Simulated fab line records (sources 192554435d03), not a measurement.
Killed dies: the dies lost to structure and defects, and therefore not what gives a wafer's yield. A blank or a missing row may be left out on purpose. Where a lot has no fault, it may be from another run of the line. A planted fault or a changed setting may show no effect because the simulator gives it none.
Chamber matching + flow n5-finfet + 3 sister chambers for N5_BEOL_M13_ILD_DEP_00 on pecvd-03
The step deposits SiOC from DEMS/O2, target thk 837.92 nm, time 166.4 s. 6 wafers are shown with their chamber, then 7 later ones without.

== WAFERS PAIRED WITH THEIR CHAMBERS ==
| wafer  | chamber | throttle-valve-pct (%) | heater-power-w (W) |
|--------|---------|------------------------|--------------------|
| L077.1 | 2       | 10.5                   | 443                |
| L077.3 | 0       | 11.8                   | 333                |
| L078.5 | 0       | 11.9                   | 318                |
| L085.6 | 2       | 10.5                   | 470                |
| L091.4 | 1       | 11.6                   | 502                |
| L091.5 | 1       | 11.6                   | 416                |

== WAFERS WHOSE CHAMBER IS MISSING ==
| wafer  | throttle-valve-pct (%) | heater-power-w (W) |
|--------|------------------------|--------------------|
| L091.6 | 11.0                   | 525                |
| L094.2 | 11.7                   | 517                |
| L094.4 | 11.9                   | 528                |
| L094.5 | 10.6                   | 513                |
| L097.3 | 11.7                   | 485                |
| L097.4 | 10.6                   | 515                |
| L097.5 | 11.9                   | 333                |

== WHICH CHAMBER EACH ONE RAN IN ==
| wafer  | from the rows above | in truth                   |
|--------|---------------------|----------------------------|
| L091.6 | 2                   | 2                          |
| L094.2 | 1                   | 1                          |
| L094.4 | 0                   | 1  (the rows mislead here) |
| L094.5 | 2                   | 2                          |
| L097.3 | 1                   | 1                          |
| L097.4 | 2                   | 2                          |
| L097.5 | 0                   | 0                          |
Placed correctly: 6 of 7. Not placeable from these rows: 0. 1 placed wrongly.
How it was worked out, from the rows above alone: a wafer's distance from a chamber is the root of the sum, over the readings, of the square of ((its reading less the chamber's mean) divided by the reading's scatter). The wafer belongs to the nearest chamber; if the next one is less than 2 further off, it can't be placed. Each chamber's mean is taken over the wafers shown for it. The scatter is the square root of a quotient: the sum, over the shown wafers, of each reading's squared deviation from its chamber's mean, divided by wafers minus chambers.
